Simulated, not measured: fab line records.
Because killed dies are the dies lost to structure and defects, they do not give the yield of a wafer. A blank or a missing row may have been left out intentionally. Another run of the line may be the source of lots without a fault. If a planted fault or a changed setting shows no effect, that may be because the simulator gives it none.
fab line records | flow n5Finfet
[record] lots = 6 | wafers = 18 | lastDay = 18
route steps=1938 shown HKMG_FIN@401 BEOL_M4@1111
lots with no fault: from the same line, run without faults
startH: hours from the record's opening day to when the first of the lot's shown wafers began | waitH: time in hours since the lot's previous step | " as in the row above | L1.1+2: a row that stands for several wafers | - no value present, or no start provided | * or withheld: withheld | < > ~ a bound
route shown NAME@n: NAME is a module with steps in the file, n the number in the route of the first one | usual: mean/standard deviation of fault-free wafers | same: alike in all rows | chamber/n: place in a boat | sites: per-site readings | _std_site: standard deviation of those values | _edge_site: outer sites' mean less inner sites' | radiusMm: for every site, how far away it sits from the centre of the wafer | mask NAME#n: copy n | behind: the last tool/chamber to shape the wafer | hold: the reason the lot was held/the length of the hold in hours/how it ended | device: which transistor (n, p or np) failed to switch | end of line: tests of these same wafers at the route's end | a step given without rows: its recipe and nothing more | killed: count of dies lost to structure and defects at first sort (not the wafer's yield) | map: per-die view of a wafer (x killed, . not killed, _ where there is no die)
set.NAME: setting as actually run; set.NAME@STEP: the setting as run at that earlier step | model.NAME: the simulator's own value behind a step, which no gauge read
lots at selected steps of the route; one table per step, one row per wafer
services: when a tool's chamber went out of use (startH, in hours from the record's first day, below 0 if earlier), for how many hours, and the reason
[[steps]]
[step N5_HKMG_FIN_DESCUM_53]
[recipe] chemistry = O2 | timeS = 7.9 | sourcePowerW = 50 | biasPowerW = 20 | pressureMtorr = 20 | rfFrequencyHz = 2.712e+07 | tempC = 40 | resist = CAR-ArF | o2FlowSccm = 225
[usual] drypumpMotorCurrentA = 5.9/0.33 | oesProductAu = 0.80/0.086 | rfVppV = 243.4/1.6 | showerheadPlenumPTorr = 2.11/0.099 | throttleValvePct = 20.32/0.15
lot.wafer | tool       | chamber | startH | waitH | drypumpMotorCurrentA | oesProductAu | rfHoursCounterH | rfVppV | showerheadPlenumPTorr | throttleValvePct
L736.2    | rieDiel-02 | 2       | 79.21  | 0.5   | 6.4                  | 0.69         | 215             | 243.6  | 2.06                  | 20.52
L736.3    | "          | 3       | "      | "     | 5.9                  | 0.76         | 153             | 245.6  | 2.18                  | 20.20
L736.6    | "          | 3       | "      | "     | 5.9                  | 0.76         | -               | 244.4  | 2.18                  | 20.19
L738.1    | rieDiel-04 | 3       | 90.05  | 0.0   | 6.0                  | 0.75         | 168             | 243.4  | 2.09                  | 20.32
L738.4    | "          | 2       | "      | "     | 6.1                  | 0.92         | 23              | 241.8  | 2.04                  | 20.45
L738.5    | "          | 0       | "      | "     | 6.4                  | 0.94         | -               | 245.4  | 2.24                  | 20.17
L742.2    | rieDiel-02 | 3       | 118.38 | 0.0   | 5.9                  | 0.75         | 166             | 245.2  | 2.17                  | 20.18
L742.4    | "          | 3       | "      | "     | 5.9                  | 0.74         | -               | 245.1  | 2.17                  | 20.20
L742.5    | "          | 1       | "      | "     | 5.4                  | 0.84         | -               | 244.8  | 2.21                  | 20.29
L748.2    | rieDiel-04 | 0       | 154.97 | 0.0   | 6.4                  | 0.91         | 34              | 245.4  | 2.24                  | 20.21
L748.3    | "          | 1       | "      | "     | 6.1                  | 0.74         | 201             | 241.2  | 1.98                  | 20.23
L748.4    | "          | 2       | "      | "     | 6.1                  | 0.88         | 47              | 243.5  | 2.03                  | 20.49
L754.1    | rieDiel-04 | 0       | 184.29 | 0.1   | 6.4                  | 0.89         | 45              | 245.2  | 2.23                  | 20.22
L754.2    | "          | 3       | "      | "     | 6.0                  | 0.73         | 201             | 243.3  | 2.08                  | 20.35
L754.4    | "          | 1       | "      | "     | 6.1                  | 0.72         | 213             | 242.0  | 1.98                  | 20.24
L756.1    | rieDiel-04 | 3       | 197.06 | 0.2   | 6.0                  | 0.73         | 206             | 242.0  | 2.08                  | 20.34
L756.3    | "          | 2       | "      | "     | 6.1                  | 0.86         | 63              | 242.5  | 2.03                  | 20.51
L756.4    | "          | 0       | "      | "     | 6.4                  | 0.89         | 50              | 243.9  | 2.23                  | 20.23
[step N5_HKMG_FIN_ETCH_54]
[recipe] chemistry = CF4 | target = SiARC | targetDepthA = 455 | maskMaterial = CAR-ArF | timeS = 75.8 | ionEnergyEv = 80 | pressureMtorr = 40 | sourceW = 545 | biasW = 36 | Ar_flow_sccm = 100 | cf4FlowSccm = 100 | ends = cleared
[step N5_HKMG_FIN_ETCH_55]
[recipe] chemistry = N2/H2 | target = SOC | targetDepthA = 2400 | tempC = 40 | timeS = 300 | ionEnergyEv = 200 | maskMaterial = SiARC | pressureMtorr = 30 | sourceW = 840 | biasW = 150 | n2FlowSccm = 200 | h2FlowSccm = 200
[step N5_HKMG_FIN_STRIP_56]
[recipe] chemistry = N2/H2 | tempC = 40 | n2FlowSccm = 200 | h2FlowSccm = 200 | rfFrequencyHz = 6e+07
[step N5_HKMG_FIN_STRIP_57]
[recipe] chemistry = CF4 | resist = SiARC | powerW = 300 | biasPowerW = 75 | pressureMtorr = 50 | cf4FlowSccm = 150 | rfFrequencyHz = 6e+07
[step N5_HKMG_FIN_ETCH_58]
[recipe] chemistry = N2/H2 | target = SOC | targetDepthA = 2158 | ionEnergyEv = 50 | biasW = 13 | timeS = 741 | pressureMtorr = 30 | sourceW = 875 | n2FlowSccm = 200 | h2FlowSccm = 200
[usual] drypumpMotorCurrentA = 6.0/0.34 | oesProductAu = 0.80/0.085 | rfVppV = 99.2/1.1 | showerheadPlenumPTorr = 2.56/0.11 | throttleValvePct = 17.73/0.18
lot.wafer | tool       | chamber | startH | waitH | drypumpMotorCurrentA | oesProductAu | rfHoursCounterH | rfVppV | showerheadPlenumPTorr | throttleValvePct
L736.2    | rieDiel-02 | 2       | 79.51  | 0.0   | 6.4                  | 0.69         | 215             | 99.3   | 2.52                  | 18.02
L736.3    | "          | 3       | "      | "     | 5.9                  | 0.76         | 153             | 100.1  | 2.65                  | 17.67
L736.6    | "          | 3       | "      | "     | 5.9                  | 0.76         | -               | 99.4   | 2.65                  | 17.66
L738.1    | rieDiel-04 | 3       | 90.35  | 0.0   | 6.0                  | 0.76         | 169             | 98.7   | 2.53                  | 17.70
L738.4    | "          | 2       | "      | "     | 6.1                  | 0.92         | 23              | 99.3   | 2.49                  | 17.86
L738.5    | "          | 0       | "      | "     | 6.4                  | 0.95         | -               | 100.7  | 2.71                  | 17.46
L742.2    | rieDiel-02 | 3       | 118.69 | 0.0   | 5.9                  | 0.75         | 166             | 98.0   | 2.65                  | 17.70
L742.4    | "          | 3       | "      | "     | 5.9                  | 0.74         | -               | 99.3   | 2.65                  | 17.69
L742.5    | "          | 1       | "      | "     | 5.5                  | 0.84         | -               | 100.5  | 2.69                  | 17.62
L748.2    | rieDiel-04 | 0       | 155.27 | 0.0   | 6.4                  | 0.91         | 35              | 100.6  | 2.70                  | 17.50
L748.3    | "          | 1       | "      | "     | 6.1                  | 0.73         | 201             | 97.4   | 2.41                  | 17.65
L748.4    | "          | 2       | "      | "     | 6.1                  | 0.88         | 47              | 97.3   | 2.48                  | 17.94
L754.1    | rieDiel-04 | 0       | 184.59 | 0.0   | 6.4                  | 0.89         | 46              | 99.1   | 2.69                  | 17.53
L754.2    | "          | 3       | "      | "     | 6.0                  | 0.74         | 202             | 98.0   | 2.52                  | 17.76
L754.4    | "          | 1       | "      | "     | 6.1                  | 0.72         | 213             | 98.3   | 2.41                  | 17.66
L756.1    | rieDiel-04 | 3       | 197.36 | 0.0   | 6.0                  | 0.74         | 206             | 99.2   | 2.52                  | 17.76
L756.3    | "          | 2       | "      | "     | 6.1                  | 0.86         | 63              | 99.8   | 2.47                  | 17.96
L756.4    | "          | 0       | "      | "     | 6.4                  | 0.88         | 50              | 99.4   | 2.69                  | 17.53
[step N5_HKMG_FIN_STRIP_93]
[recipe] chemistry = N2/H2 | material = SOC | timeS = 20 | powerW = 500 | tempC = 40 | pressureMtorr = 50 | rfFrequencyHz = 6e+07 | biasPowerW = 8 | h2Frac = 0.5 | n2FlowSccm = 300 | h2FlowSccm = 300
[usual] drypumpMotorCurrentA = 6.0/0.33 | oesProductAu = 0.80/0.086 | rfVppV = 54.3/0.83 | showerheadPlenumPTorr = 3.39/0.15 | throttleValvePct = 18.99/0.22
lot.wafer | tool       | chamber | startH | waitH | drypumpMotorCurrentA | oesProductAu | rfHoursCounterH | rfVppV | showerheadPlenumPTorr | throttleValvePct
L736.2    | rieDiel-02 | 2       | 79.94  | 0.2   | 6.4                  | 0.69         | 215             | 54.9   | 3.33                  | 19.43
L736.3    | "          | 3       | "      | "     | 5.9                  | 0.76         | 153             | 53.9   | 3.50                  | 19.07
L736.6    | "          | 3       | "      | "     | 5.9                  | 0.76         | -               | 53.2   | 3.50                  | 19.08
L738.1    | rieDiel-04 | 3       | 90.78  | 0.2   | 6.1                  | 0.76         | 169             | 53.9   | 3.35                  | 18.98
L738.4    | "          | 2       | "      | "     | 6.1                  | 0.92         | 23              | 56.2   | 3.29                  | 19.10
L738.5    | "          | 0       | "      | "     | 6.4                  | 0.96         | -               | 53.0   | 3.57                  | 18.91
L742.2    | rieDiel-02 | 3       | 119.11 | 0.2   | 5.9                  | 0.74         | 167             | 54.1   | 3.49                  | 19.10
L742.4    | "          | 3       | "      | "     | 5.9                  | 0.74         | -               | 54.1   | 3.49                  | 19.10
L742.5    | "          | 1       | "      | "     | 5.5                  | 0.83         | -               | 56.1   | 3.54                  | 18.73
L748.2    | rieDiel-04 | 0       | 155.70 | 0.2   | 6.4                  | 0.91         | 35              | 55.7   | 3.55                  | 18.95
L748.3    | "          | 1       | "      | "     | 6.1                  | 0.73         | 201             | 54.4   | 3.19                  | 18.81
L748.4    | "          | 2       | "      | "     | 6.1                  | 0.87         | 47              | 53.6   | 3.28                  | 19.15
L754.1    | rieDiel-04 | 0       | 185.01 | 0.2   | 6.4                  | 0.89         | 46              | 53.3   | 3.55                  | 18.95
L754.2    | "          | 3       | "      | "     | 6.0                  | 0.73         | 202             | 55.1   | 3.33                  | 19.04
L754.4    | "          | 1       | "      | "     | 6.1                  | 0.72         | 213             | 54.3   | 3.19                  | 18.83
L756.1    | rieDiel-04 | 3       | 197.78 | 0.2   | 6.0                  | 0.74         | 206             | 54.3   | 3.33                  | 19.04
L756.3    | "          | 2       | "      | "     | 6.2                  | 0.85         | 63              | 52.9   | 3.27                  | 19.18
L756.4    | "          | 0       | "      | "     | 6.4                  | 0.89         | 50              | 54.0   | 3.54                  | 18.97
[step N5_HKMG_FIN_WET_ETCH_76]
[recipe] chemistry = dNH4OH | mix = 1:50 | tempC = 25 | target = Al2O3 | stopOn = La2O3 | targetDepthNm = 2.25 | dry = ipaMarangoni | rinseTimeS = 30 | rinseTempC = 23
[step N5_HKMG_FIN_STRIP_60]
[recipe] chemistry = N2/H2 | powerW = 2500 | tempC = 300 | h2Frac = 0.65 | timeS = 360 | pressureMtorr = withheld | n2FlowSccm = 1750 | h2FlowSccm = 3250
[usual] drypumpMotorCurrentA = 5.34/0.25 | heaterPowerW = 487/22
lot.wafer | tool           | chamber | startH | waitH | drypumpMotorCurrentA | heaterPowerW | rfHoursCounterH
L736.2    | plasmaAsher-01 | 1       | 80.10  | 0.0   | 5.59                 | 507          | 88
L736.3    | "              | 1       | "      | "     | 5.60                 | 512          | -
L736.6    | "              | 1       | "      | "     | 5.61                 | 511          | -
L738.1    | plasmaAsher-01 | 0       | 90.93  | 0.0   | 5.01                 | 459          | 89
L738.4    | "              | 1       | "      | "     | 5.62                 | 503          | -
L738.5    | "              | 1       | "      | "     | 5.61                 | 526          | -
L742.2    | plasmaAsher-01 | 1       | 119.26 | 0.0   | 5.63                 | 520          | 94
L742.4    | "              | 1       | "      | "     | 5.64                 | 512          | -
L742.5    | "              | 1       | "      | "     | 5.66                 | 519          | -
L748.2    | plasmaAsher-02 | 1       | 155.85 | 0.0   | 5.52                 | 503          | 49
L748.3    | "              | 0       | "      | "     | 5.23                 | 480          | -
L748.4    | "              | 1       | "      | "     | 5.51                 | 506          | -
L754.1    | plasmaAsher-01 | 1       | 185.17 | 0.0   | 5.68                 | 518          | 108
L754.2    | "              | 0       | "      | "     | 5.04                 | 460          | 108
L754.4    | "              | 1       | "      | "     | 5.67                 | 510          | -
L756.1    | plasmaAsher-02 | 1       | 197.93 | 0.0   | 5.50                 | 497          | 57
L756.3    | "              | 0       | "      | "     | 5.23                 | 473          | -
L756.4    | "              | 1       | "      | "     | 5.50                 | 509          | -
[step N5_HKMG_FIN_WET_ETCH_77]
[recipe] chemistry = dHCl | mix = 1:10000 | tempC = 25 | target = La2O3 | stopOn = HfO2 | targetDepthNm = 2
[step N5_HKMG_FIN_WET_ETCH_78]
[recipe] chemistry = dNH4OH | mix = 1:50 | tempC = 25 | target = Al2O3 | stopOn = La2O3 | targetDepthNm = 4.5 | dry = ipaMarangoni | rinseTimeS = 30 | rinseTempC = 23
[step N5_HKMG_FIN_ALD_79]
[recipe] material = TiN | targetThkA = 15 | tempC = 400 | aldPrecursorFamily = TiCl4 | aldCoReactant = NH3 | pulseTimeS = 1 | purgeTimeS = 3 | coReactantPurgeTimeS = 2 | coReactantPulseTimeS = 2 | aldCycles = 68 | pressureTorr = 3
[usual] chamberPressureTorr = 3.000/0.0063 | heaterPowerOuterW = 535/53 | heaterPowerW = 879/100 | precursorPulseHeightRel = 0.999/0.021 | susceptorTempC = 399.99/0.24
[same] aldCycles = 68 | pulseTimeS = 1
lot.wafer | tool        | chamber | startH | waitH | chamberPressureTorr | heaterPowerOuterW | heaterPowerW | precursorPulseHeightRel | susceptorTempC
L736.2    | aldMetal-01 | 0       | 80.60  | 0.0   | 2.995               | 417               | 697          | 0.967                   | 399.67
L736.3    | "           | 2       | "      | "     | 3.002               | 609               | 999          | 0.991                   | 399.96
L736.6    | "           | 3       | "      | "     | 3.008               | 490               | 699          | 0.980                   | 399.82
L738.1    | aldMetal-02 | 1       | 91.42  | 0.0   | 3.002               | 537               | 847          | 1.017                   | 399.82
L738.4    | "           | 3       | "      | "     | 3.008               | 554               | 872          | 0.988                   | 400.14
L738.5    | "           | 2       | "      | "     | 3.010               | 551               | 926          | 1.018                   | 400.38
L742.2    | aldMetal-03 | 0       | 119.75 | 0.0   | 2.991               | 489               | 814          | 0.982                   | 399.67
L742.4    | "           | 2       | "      | "     | 2.996               | 601               | 939          | 0.948                   | 400.08
L742.5    | "           | 3       | "      | "     | 2.990               | 556               | 896          | 1.004                   | 399.59
L748.2    | aldMetal-02 | 2       | 156.33 | 0.0   | 2.996               | 543               | 936          | 0.963                   | 399.72
L748.3    | "           | 3       | "      | "     | 3.002               | 526               | 877          | 1.044                   | 399.97
L748.4    | "           | 0       | "      | "     | 2.999               | 602               | 1060         | 1.008                   | 399.83
L754.1    | aldMetal-02 | 2       | 185.65 | 0.0   | 3.007               | 542               | 935          | 1.019                   | 400.19
L754.2    | "           | 0       | "      | "     | 2.995               | 604               | 1038         | 0.997                   | 399.92
L754.4    | "           | 1       | "      | "     | 2.994               | 539               | 865          | 1.007                   | 400.27
L756.1    | aldMetal-01 | 3       | 198.42 | 0.0   | 3.006               | 481               | 718          | 1.033                   | 399.89
L756.3    | "           | 1       | "      | "     | 2.998               | 506               | 835          | 0.989                   | 400.19
L756.4    | "           | 2       | "      | "     | 3.005               | 612               | 1015         | 1.003                   | 400.30
[step N5_HKMG_FIN_CVD_62]
[recipe] material = a-Si | targetThkA = 30 | tempC = 500 | precursor = Si2H6 | pressureTorr = 1 | timeS = 20.8
[usual] chamberPressureTorr = 0.9999/0.0023 | heaterPowerOuterW = 950/170 | heaterPowerW = 1455/200 | susceptorTempC = 500.04/0.27
lot.wafer | tool            | chamber | startH | waitH | chamberPressureTorr | heaterPowerOuterW | heaterPowerW | susceptorTempC | model.a-Si_of_HKMG_FIN_CVD_62.thkNm
L736.2    | thermalCvdSi-01 | 1       | 80.96  | 0.2   | 0.9977              | 783               | 1307         | 500.02         | 2.8
L736.3    | "               | 2       | "      | "     | 1.0024              | 868               | 1420         | 499.97         | 3
L736.6    | "               | 2       | "      | "     | 1.0006              | 879               | 1423         | 500.27         | 3
L738.1    | thermalCvdSi-01 | 0       | 91.78  | 0.2   | 0.9963              | 725               | 1126         | 500.11         | 3
L738.4    | "               | 0       | "      | "     | 1.0035              | 718               | 1147         | 499.80         | 3
L738.5    | "               | 2       | "      | "     | 1.0016              | 880               | 1425         | 499.74         | 3
L742.2    | thermalCvdSi-01 | 2       | 120.11 | 0.2   | 1.0047              | 869               | 1407         | 500.11         | 3
L742.4    | "               | 1       | "      | "     | 0.9986              | 794               | 1295         | 500.21         | 3
L742.5    | "               | 2       | "      | "     | 1.0041              | 883               | 1430         | 499.71         | 3
L748.2    | thermalCvdSi-01 | 0       | 156.70 | 0.2   | 1.0053              | 711               | 1125         | 500.26         | 3
L748.3    | "               | 1       | "      | "     | 0.9996              | 806               | 1327         | 500.22         | 2.8
L748.4    | "               | 1       | "      | "     | 0.9989              | 808               | 1357         | 500.15         | 2.8
L754.1    | thermalCvdSi-01 | 1       | 186.02 | 0.2   | 0.9990              | 804               | 1325         | 499.82         | 3
L754.2    | "               | 0       | "      | "     | 0.9979              | 646               | 1043         | 485.60         | 2
L754.4    | "               | 1       | "      | "     | 0.9997              | 805               | 1324         | 500.02         | 3
L756.1    | thermalCvdSi-01 | 1       | 198.78 | 0.2   | 0.9960              | 790               | 1334         | 500.22         | 3
L756.3    | "               | 0       | "      | "     | 0.9996              | 667               | 1039         | 484.69         | 1.8
L756.4    | "               | 2       | "      | "     | 1.0016              | 881               | 1430         | 500.46         | 3
[step N5_HKMG_FIN_RTA_80]
[recipe] tempC = withheld | timeS = 2 | ambient = N2 | idleTempC = 600 | rampUpCPerS = 150 | rampDownCPerS = 60 | coolToC = 600
[step N5_BEOL_M4_RC_MEAS_101]
[usual] DIBL_N = 35.9/1.3 | DIBL_P = 35.9/1.5 | IOFF_N = 0.152/0.023 | IOFF_P = 0.204/0.027 | ION_N = 673/9.2 | ION_P = 462/6.7 | SS_N = 71.4/0.48 | SS_P = 73.2/0.55 | VT_N = 250.3/2.6 | VT_P = -250.6/3
lot.wafer | tool      | chamber | startH | waitH | DIBL_N[mV/V] | DIBL_P[mV/V] | IOFF_N[nA/um] | IOFF_P[nA/um] | ION_N[uA/um] | ION_P[uA/um] | SS_N[mV/dec] | SS_P[mV/dec] | VT_N[mV] | VT_P[mV]
L736.2    | prober-01 | 0       | 186.90 | 0.2   | 36.3         | 36.8         | 0.184         | 0.213         | 683          | 467          | 71.4         | 73.1         | 248.1    | -252.1
L736.3    | "         | 0       | "      | "     | 36.2         | 37.6         | 0.185         | 0.225         | 687          | 459          | 70.6         | 73.6         | 247.5    | -253.5
L736.6    | "         | 0       | "      | "     | 36.2         | 37.2         | 0.184         | 0.215         | 670          | 458          | 71.2         | 73.9         | 245.4    | -253.0
L738.1    | prober-02 | 0       | 210.24 | 0.0   | 35.9         | 36.7         | 0.157         | 0.184         | 676          | 454          | 70.9         | 73.6         | 250.0    | -255.3
L738.4    | "         | 0       | "      | "     | 35.6         | 36.1         | 0.153         | 0.183         | 677          | 455          | 71.4         | 73.0         | 249.8    | -253.7
L738.5    | "         | 0       | "      | "     | 34.1         | 34.7         | 0.131         | 0.165         | 657          | 451          | 70.7         | 73.4         | 253.1    | -255.4
L742.2    | prober-02 | 0       | 240.23 | 0.3   | 35.5         | 36.1         | 0.136         | 0.191         | 672          | 461          | 71.6         | 72.7         | 254.0    | -252.5
L742.4    | "         | 0       | "      | "     | 36.8         | 37.5         | 0.160         | 0.215         | 691          | 467          | 70.9         | 73.4         | 249.5    | -248.3
L742.5    | "         | 0       | "      | "     | 36.0         | 36.2         | 0.141         | 0.192         | 668          | 461          | 70.9         | 73.9         | 252.9    | -250.6
L748.2    | prober-02 | 0       | 275.04 | 0.2   | 35.7         | 33.3         | 0.133         | 0.219         | 680          | 472          | 71.2         | 73.0         | 253.4    | -245.7
L748.3    | "         | 0       | "      | "     | 35.6         | 33.3         | 0.134         | 0.215         | 659          | 466          | 71.0         | 72.8         | 252.2    | -245.3
L748.4    | "         | 0       | "      | "     | 36.3         | 33.2         | 0.138         | 0.212         | 673          | 469          | 71.9         | 72.6         | 252.2    | -245.2
L754.1    | prober-01 | 0       | 305.26 | 0.0   | 35.4         | 35.3         | 0.154         | 0.214         | 675          | 465          | 71.7         | 73.1         | 248.0    | -249.2
L754.2    | "         | 0       | "      | "     | 36.5         | 37.1         | 0.175         | 0.239         | 681          | 473          | 72.2         | 73.3         | 248.5    | -246.7
L754.4    | "         | 0       | "      | "     | 35.1         | 35.6         | 0.152         | 0.211         | 676          | 466          | 71.2         | 73.2         | 249.4    | -248.7
L756.1    | prober-02 | 0       | 313.43 | 0.0   | 34.7         | 35.3         | 0.125         | 0.155         | 659          | 449          | 71.1         | 73.1         | 254.6    | -258.7
L756.3    | "         | 0       | "      | "     | 33.8         | 34.4         | 0.113         | 0.146         | 649          | 442          | 71.6         | 73.2         | 256.7    | -255.0
L756.4    | "         | 0       | "      | "     | 35.3         | 36.8         | 0.139         | 0.175         | 659          | 454          | 70.8         | 73.2         | 252.8    | -252.4
[[services]]
tool            | chamber | startH | hours | kind
plasmaAsher-01  | -       | 66.22  | 1.2   | repair
aldMetal-02     | 3       | 68.09  | 3.5   | repair
rieDiel-02      | -       | 85.35  | 0.4   | repair
aldMetal-01     | 3       | 91.81  | 9.8   | repair
thermalCvdSi-01 | -       | 92.24  | 1.0   | repair
aldMetal-01     | -       | 100.38 | 0.9   | repair
rieDiel-02      | 2       | 113.74 | 6.6   | repair
thermalCvdSi-01 | -       | 122.62 | 2.8   | pm
aldMetal-01     | -       | 131.81 | 8.7   | pm
thermalCvdSi-01 | 1       | 148.94 | 7.1   | repair
thermalCvdSi-01 | -       | 156.94 | 1.5   | repair
thermalCvdSi-01 | 2       | 162.47 | 7.0   | repair
aldMetal-03     | -       | 163.31 | 12.9  | repair
rieDiel-02      | 2       | 193.76 | -     | clean
rieDiel-02      | 2       | 193.76 | -     | consumableReplace:focusRing
rieDiel-02      | 2       | 193.76 | 21.7  | scheduledDown
rieDiel-02      | 2       | 193.76 | 21.7  | ventCycle
[[key]]
[firstSign] step = N5_HKMG_FIN_CVD_62 | reading = susceptorTempC | direction = down | sigmas = 55 | usual = * | struck = *
effect none on later readings
[modelEffect] step = N5_HKMG_FIN_CVD_62 | value = a-Si_of_HKMG_FIN_CVD_62.thkNm | without = 3 | struck = 1.9
metAt N5_HKMG_FIN_CVD_62
struckWafers L754.2,L756.3
onsetBetween 156.70 186.02
[fault] kind = processParameterDrift | tool = thermalCvdSi-01 | chamber = 0 | onsetH = 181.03 | steps = N5_HKMG_FIN_CVD_62 | channel = tempC | offset = * | shape = step | endH = 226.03 | stated = *
